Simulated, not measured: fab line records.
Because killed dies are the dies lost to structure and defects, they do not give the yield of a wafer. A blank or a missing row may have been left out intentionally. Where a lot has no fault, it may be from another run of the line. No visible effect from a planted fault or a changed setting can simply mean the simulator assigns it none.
Chamber matching / flow nand harc / NHARC_A_STAIRCASE_ETCH_444 on rie diel-01 has 4 sister chambers
The step etches the open film in C4F8/O2, target depth 20400 nm, time 6800 s. 20 wafers are shown with their chamber, then 10 later ones without.

== WAFERS, EACH WITH ITS CHAMBER ==
wafer=L074.2; chamber=2; rf vpp V (V)=801; oes product au (a.u.)=0.913
wafer=L074.5; chamber=0; rf vpp V (V)=801; oes product au (a.u.)=0.943
wafer=L074.6; chamber=1; rf vpp V (V)=802; oes product au (a.u.)=0.927
wafer=L076.3; chamber=1; rf vpp V (V)=804; oes product au (a.u.)=0.926
wafer=L076.1; chamber=0; rf vpp V (V)=801; oes product au (a.u.)=0.929
wafer=L076.5; chamber=0; rf vpp V (V)=802; oes product au (a.u.)=0.928
wafer=L080.3; chamber=3; rf vpp V (V)=807; oes product au (a.u.)=0.927
wafer=L080.4; chamber=2; rf vpp V (V)=801; oes product au (a.u.)=0.917
wafer=L080.5; chamber=2; rf vpp V (V)=800; oes product au (a.u.)=0.912
wafer=L083.2; chamber=0; rf vpp V (V)=799; oes product au (a.u.)=0.930
wafer=L083.3; chamber=2; rf vpp V (V)=800; oes product au (a.u.)=0.909
wafer=L083.5; chamber=3; rf vpp V (V)=809; oes product au (a.u.)=0.963
wafer=L086.1; chamber=1; rf vpp V (V)=805; oes product au (a.u.)=0.907
wafer=L086.2; chamber=3; rf vpp V (V)=808; oes product au (a.u.)=0.927
wafer=L086.6; chamber=0; rf vpp V (V)=801; oes product au (a.u.)=0.937
wafer=L088.1; chamber=0; rf vpp V (V)=800; oes product au (a.u.)=0.941
wafer=L088.2; chamber=3; rf vpp V (V)=807; oes product au (a.u.)=0.957
wafer=L088.3; chamber=2; rf vpp V (V)=801; oes product au (a.u.)=0.930
wafer=L092.1; chamber=2; rf vpp V (V)=801; oes product au (a.u.)=0.954
wafer=L092.2; chamber=0; rf vpp V (V)=800; oes product au (a.u.)=0.987

SIGNATURES (averages over the wafers above)
reading=rf vpp V; chamber 0=800.57; chamber 1=803.67; chamber 2=800.67; chamber 3=807.75; scatter within a chamber=0.951
reading=oes product au; chamber 0=0.94214; chamber 1=0.92000; chamber 2=0.92250; chamber 3=0.94350; scatter within a chamber=0.0183
Rule: a wafer lies at a distance from a chamber equal to the root of the sum of squares, over the readings, of (its reading less the chamber's mean, divided by the reading's scatter). If the next closest chamber is less than 2 further off than the closest, the wafer can't be placed; otherwise it belongs to the closest. The scatter: take each reading less its chamber's mean, square it, sum over the shown wafers, divide by the number of wafers less the number of chambers, and take the root.

== WAFERS WHOSE CHAMBER IS MISSING ==
wafer=L092.5; rf vpp V (V)=805; oes product au (a.u.)=0.974
wafer=L095.3; rf vpp V (V)=799; oes product au (a.u.)=0.924
wafer=L095.4; rf vpp V (V)=800; oes product au (a.u.)=0.909
wafer=L095.5; rf vpp V (V)=806; oes product au (a.u.)=0.916
wafer=L097.1; rf vpp V (V)=800; oes product au (a.u.)=0.917
wafer=L097.2; rf vpp V (V)=808; oes product au (a.u.)=0.925
wafer=L097.3; rf vpp V (V)=803; oes product au (a.u.)=0.900
wafer=L097.4; rf vpp V (V)=798; oes product au (a.u.)=0.935
wafer=L097.5; rf vpp V (V)=805; oes product au (a.u.)=0.921
wafer=L097.6; rf vpp V (V)=799; oes product au (a.u.)=0.909

== EACH ONE'S CHAMBER ==
wafer=L092.5; from the rows above=can't be placed: 1 or 3 or 0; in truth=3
wafer=L095.3; from the rows above=can't be placed: 2 or 0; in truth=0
wafer=L095.4; from the rows above=can't be placed: 2 or 0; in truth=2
wafer=L095.5; from the rows above=can't be placed: 3 or 1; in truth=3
wafer=L097.1; from the rows above=can't be placed: 2 or 0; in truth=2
wafer=L097.2; from the rows above=3; in truth=3
wafer=L097.3; from the rows above=can't be placed: 1 or 2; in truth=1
wafer=L097.4; from the rows above=can't be placed: 0 or 2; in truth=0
wafer=L097.5; from the rows above=can't be placed: 1 or 3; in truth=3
wafer=L097.6; from the rows above=can't be placed: 2 or 0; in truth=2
Correct placement for 1 of the 10. Can't be placed from these rows: 9 (the true chamber is among the candidates in 9). 0 placed wrongly.
